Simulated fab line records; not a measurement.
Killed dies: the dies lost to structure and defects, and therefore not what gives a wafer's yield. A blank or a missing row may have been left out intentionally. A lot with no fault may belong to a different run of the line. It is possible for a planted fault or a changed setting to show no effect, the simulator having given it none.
Matching of chambers -- flow nandHarc -- NHARC_P_M1_DEP_33 on pecvd-04: 3 sister chambers
The step deposits SiCN, target thk 30 nm. 3 wafers are shown with their chamber, then 11 later ones without.

== WAFERS WITH THEIR CHAMBER ==
wafer,chamber,heaterPowerW (W)
L085.4,1,618
L085.6,2,730
L087.2,0,519

== WAFERS MISSING THEIR CHAMBER ==
wafer,heaterPowerW (W)
L087.3,625
L087.6,616
L093.2,539
L093.3,616
L093.4,843
L094.4,802
L094.5,499
L094.6,573
L095.2,570
L095.4,558
L095.5,568

== THE CHAMBER EACH PASSED THROUGH ==
wafer,from the rows above,in truth
L087.3,can't be placed: 1 or 2 or 0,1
L087.6,can't be placed: 1 or 0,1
L093.2,can't be placed: 0 or 1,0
L093.3,can't be placed: 1 or 0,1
L093.4,2,2
L094.4,2,2
L094.5,can't be placed: 0 or 1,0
L094.6,can't be placed: 1 or 0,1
L095.2,can't be placed: 1 or 0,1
L095.4,can't be placed: 0 or 1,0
L095.5,can't be placed: 0 or 1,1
2 of 11 placed correctly. Can't be placed from these rows: 9 (the true chamber is among the candidates in 9). Number placed wrongly: 0.
How it was worked out, from the rows above alone: a wafer's distance from a chamber is the root of the sum, over the readings, of the square of ((its reading less the chamber's mean) divided by the reading's scatter). The wafer belongs to the nearest chamber; if the next one is less than 2 further off, it can't be placed. The mean given for a chamber averages the wafers shown for that chamber. The scatter: root of mean squared gap, hidden wafer to nearest shown wafer, with one shown wafer a chamber.
